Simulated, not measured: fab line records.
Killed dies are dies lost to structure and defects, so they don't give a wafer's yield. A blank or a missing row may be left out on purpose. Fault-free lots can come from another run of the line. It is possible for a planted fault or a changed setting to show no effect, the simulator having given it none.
Which of the tools did it? :: flow nand-harc :: route of 1159 steps, sampled at 1 step: 14 lots, 42 wafers

## WHAT THE GAUGES READ, wafer by wafer
NHARC_A_M0_OVL_MEAS_10: pitch 160 nm.
lot: L521
measured: day 18 03:50
on: overlay-01
overlay-x-nm (nm): -0.4 -0.2 -0.4
overlay-y-nm (nm): 0.7 -0.1 0.8

lot: L518
measured: day 18 04:26
on: overlay-01
overlay-x-nm (nm): 0.2 0.0 0.5
overlay-y-nm (nm): -0.2 -1.0 -0.1

lot: L523
measured: day 18 08:26
on: overlay-02
overlay-x-nm (nm): -0.4 0.0 -0.4
overlay-y-nm (nm): 0.9 0.7 0.6

lot: L525
measured: day 19 13:59
on: overlay-02
overlay-x-nm (nm): -1.4 -0.7 -0.8
overlay-y-nm (nm): 1.1 0.8 1.0

lot: L526
measured: day 19 20:56
on: overlay-02
overlay-x-nm (nm): 0.4 1.4 0.6
overlay-y-nm (nm): 1.4 1.2 2.3

lot: L524
measured: day 20 04:43
on: overlay-02
overlay-x-nm (nm): 0.5 0.4 1.2
overlay-y-nm (nm): 0.3 -0.4 -0.3

lot: L530
measured: day 20 12:55
on: overlay-01
overlay-x-nm (nm): -0.8 -0.6 -0.7
overlay-y-nm (nm): -0.1 -0.2 0.1

lot: L534
measured: day 21 05:07
on: overlay-02
overlay-x-nm (nm): 0.2 0.2 -0.4
overlay-y-nm (nm): -1.9 -1.8 -2.0

lot: L533
measured: day 21 11:15
on: overlay-02
overlay-x-nm (nm): -0.6 -0.1 -0.2
overlay-y-nm (nm): 0.6 0.5 1.2

lot: L536
measured: day 21 18:02
on: overlay-02
overlay-x-nm (nm): -0.1 0.0 0.2
overlay-y-nm (nm): -1.7 -1.1 -0.9

lot: L537
measured: day 21 22:45
on: overlay-01
overlay-x-nm (nm): 1.8 0.9 1.8
overlay-y-nm (nm): 0.7 0.5 0.5

lot: L539
measured: day 22 15:12
on: overlay-02
overlay-x-nm (nm): -0.8 -0.3 -0.9
overlay-y-nm (nm): 0.2 -0.5 0.5

lot: L540
measured: day 23 03:30
on: overlay-02
overlay-x-nm (nm): 0.5 0.5 0.5
overlay-y-nm (nm): 1.1 1.3 0.6

lot: L541
measured: day 23 08:58
on: overlay-01
overlay-x-nm (nm): -1.3 -1.0 -1.3
overlay-y-nm (nm): 0.3 0.3 -0.1

## WHAT TOOL EACH LOT RAN ON (gives the tool, then ch and the chambers of the sampled wafers, and finally the start)
The record holds no process step before these readings.

## AS READ BY THE TOOLS THEMSELVES (means over the sampled wafers that have a number; for cases with no such wafer, the mark the record gives instead)
The record holds no such reading with a usual standard deviation.

## THE ANSWER, worked out from the rows above alone
Rule: usual is defined by the lots themselves. Put in order of their means at a reading, lots are off if they are a third of the lots or fewer, leave a main group of 4 or more, and stand apart from it by a gap of 3 or more times the standard deviation of the main group's means; of several such gaps the widest counts. Not used: any main group whose means are identical at the precision the tables above print for the reading. A lot without any number at a reading at which 4 lots or more have one is off too. Any other lot the step has rows for is counted as sound. First the gauges in route order, then the tools' own readings, where a lot's mean is used as printed above. The first step at which some lot is off is used, and at that step the reading that is off furthest; a lot without a number counts as furthest.
No lot is off on any of the readings shown, so nothing can be concluded from this.

## WHAT THE SIMULATOR HAD PUT IN
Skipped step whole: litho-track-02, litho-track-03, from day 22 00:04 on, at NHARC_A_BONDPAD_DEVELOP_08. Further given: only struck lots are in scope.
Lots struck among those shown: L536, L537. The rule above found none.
